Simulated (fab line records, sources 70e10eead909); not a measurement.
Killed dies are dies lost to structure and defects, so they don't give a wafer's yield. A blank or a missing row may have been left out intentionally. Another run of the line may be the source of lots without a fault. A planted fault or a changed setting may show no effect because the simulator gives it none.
Chamber matching	flow nand harc	rie diel-06 running NHARC_A_STAIRCASE_DESCUM_312: 4 sister chambers
The step chemistry O2, time 3 s. 16 wafers are shown with their chamber, then 8 later ones without.

## WAFERS WITH THEIR CHAMBER
wafer	chamber	drypump motor current A (A)	showerhead plenum p Torr (Torr)	oes product au (a.u.)
L075.2	0	5.00	2.05	0.991
L075.5	1	5.26	1.89	0.974
L075.6	2	5.43	1.84	0.978
L079.1	1	5.26	1.89	0.966
L079.2	2	5.43	1.84	0.979
L079.3	0	4.99	2.05	0.983
L077.2	2	5.41	1.84	0.983
L077.4	3	5.95	1.94	0.999
L077.6	2	5.41	1.84	0.984
L081.2	1	5.24	1.89	0.976
L081.3	3	5.93	1.94	0.990
L081.5	2	5.41	1.84	0.983
L082.1	1	5.25	1.89	0.959
L082.2	0	5.01	2.04	0.990
L082.5	2	5.42	1.84	0.971
L092.4	0	4.99	2.03	0.971

SIGNATURES (means of the wafers above)
reading	chamber 0	chamber 1	chamber 2	chamber 3	scatter within a chamber
drypump motor current A	4.9975	5.2525	5.4183	5.9400	0.0101
showerhead plenum p Torr	2.0425	1.8900	1.8400	1.9400	0.00479
oes product au	0.98375	0.96875	0.97967	0.99450	0.00706
Rule: a wafer's distance from a chamber is the root of the sum, over the readings, of the square of ((its reading less the chamber's mean) divided by the reading's scatter). If the next closest chamber is less than 2 further off than the closest, the wafer can't be placed; otherwise it belongs to the closest. The scatter: the root of (the sum of the squares of (reading less its chamber's mean) over the shown wafers, divided by (wafers less chambers)).

## WAFERS WHOSE CHAMBER IS MISSING
wafer	drypump motor current A (A)	showerhead plenum p Torr (Torr)	oes product au (a.u.)
L092.5	5.00	2.03	0.983
L092.6	5.92	1.93	0.986
L095.3	5.28	1.87	1.016
L095.5	5.25	1.87	1.009
L095.6	4.97	2.03	0.980
L097.1	5.93	1.93	1.004
L097.2	5.40	1.82	1.002
L097.5	5.40	1.82	1.010

## CHAMBER TAKEN BY EACH
wafer	from the rows above	in truth
L092.5	0	0
L092.6	3	3
L095.3	1	1
L095.5	1	1
L095.6	0	0
L097.1	3	3
L097.2	2	2
L097.5	2	2
Correctly placed: 8 of 8. Not placeable from these rows: 0. 0 placed wrongly.
